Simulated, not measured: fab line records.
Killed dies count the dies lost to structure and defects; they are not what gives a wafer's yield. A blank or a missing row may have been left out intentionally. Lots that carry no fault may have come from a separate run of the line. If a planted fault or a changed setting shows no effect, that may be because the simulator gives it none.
Chamber matching ; flow n5 finfet ; cvd co-02 running N5_BEOL_M4_CO_CAP_55: 3 sister chambers
The step material Co, precursor CCTBA/H2, target thk 2 nm, time 102.1 s. 6 wafers are shown with their chamber, then 12 later ones without.

WAFERS PAIRED WITH THEIR CHAMBERS
wafer;chamber;heater power w (W)
L087.2;2;273
L087.3;1;298
L087.5;1;297
L091.1;2;275
L091.2;0;247
L091.4;0;237

WAFERS WITH NO CHAMBER GIVEN
wafer;heater power w (W)
L090.2;237
L090.4;279
L090.5;280
L092.1;246
L092.4;281
L092.6;280
L097.1;241
L097.2;287
L097.4;249
L095.2;243
L095.3;292
L095.5;238

EACH ONE'S CHAMBER
wafer;from the rows above;in truth
L090.2;0;0
L090.4;2;2
L090.5;2;2
L092.1;0;0
L092.4;2;2
L092.6;2;2
L097.1;0;0
L097.2;can't be placed: 1 or 2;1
L097.4;0;0
L095.2;0;0
L095.3;1;1
L095.5;0;0
Placed correctly: 11 of 12. These rows do not allow placing 1 (true chamber among the candidates in 1). Wrongly placed: 0.
How it was worked out, from the rows above alone: a wafer's distance from a chamber is the root of the sum, over the readings, of the square of ((its reading less the chamber's mean) divided by the reading's scatter). The wafer belongs to the nearest chamber; if the next one is less than 2 further off, it can't be placed. Each chamber's mean is taken over the wafers shown for it. How the scatter is found: for the shown wafers, subtract from each reading the mean of its chamber, square and add these, divide the total by (wafers less chambers), then take the root.
